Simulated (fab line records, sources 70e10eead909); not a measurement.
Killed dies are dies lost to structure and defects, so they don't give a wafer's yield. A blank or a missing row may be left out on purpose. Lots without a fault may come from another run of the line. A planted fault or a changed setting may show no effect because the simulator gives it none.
Chamber matching | flow nand_harc | NHARC_A_SGD_CUT_ETCH_58 on rie_diel-07: 4 sister chambers
The step etches the open film in CF4, target depth 39 nm, time 65 s. 8 wafers are shown with their chamber, then 10 later ones without.

WAFERS WITH THEIR CHAMBER
wafer  | chamber | drypump_motor_current_A (A) | rf_vpp_V (V)
L078.1 | 0       | 5.3                         | 151.6
L080.6 | 3       | 6.6                         | 151.6
L084.3 | 0       | 5.4                         | 150.8
L084.4 | 2       | 6.6                         | 150.8
L086.2 | 3       | 6.6                         | 149.7
L086.5 | 1       | 5.7                         | 150.0
L085.1 | 1       | 5.7                         | 149.9
L085.2 | 2       | 6.5                         | 151.1

WAFERS WITHOUT THEIR CHAMBER
wafer  | drypump_motor_current_A (A) | rf_vpp_V (V)
L085.3 | 6.6                         | 150.1
L089.3 | 6.7                         | 148.5
L089.5 | 5.7                         | 149.2
L089.6 | 6.5                         | 152.5
L094.1 | 5.4                         | 152.3
L094.3 | 6.6                         | 150.8
L094.6 | 6.6                         | 149.5
L097.1 | 5.4                         | 151.4
L097.2 | 6.5                         | 150.9
L097.6 | 5.7                         | 150.0

WHICH CHAMBER EACH WENT THROUGH
wafer  | from the rows above     | in truth
L085.3 | can't be placed: 3 or 2 | 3
L089.3 | can't be placed: 3 or 2 | 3
L089.5 | 1                       | 1
L089.6 | can't be placed: 2 or 3 | 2
L094.1 | 0                       | 0
L094.3 | can't be placed: 3 or 2 | 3
L094.6 | can't be placed: 3 or 2 | 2
L097.1 | 0                       | 0
L097.2 | can't be placed: 2 or 3 | 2
L097.6 | 1                       | 1
Placed correctly: 4 of 10. Can't be placed from these rows: 6 (the true chamber is among the candidates in 6). Placed wrongly: 0.
How it was worked out, from the rows above alone: a wafer's distance from a chamber is the root of the sum, over the readings, of the square of ((its reading less the chamber's mean) divided by the reading's scatter). The wafer belongs to the nearest chamber; if the next one is less than 2 further off, it can't be placed. A chamber's mean is the mean of its shown wafers. The scatter: the root of (the sum of the squares of (reading less its chamber's mean) over the shown wafers, divided by (wafers less chambers)).
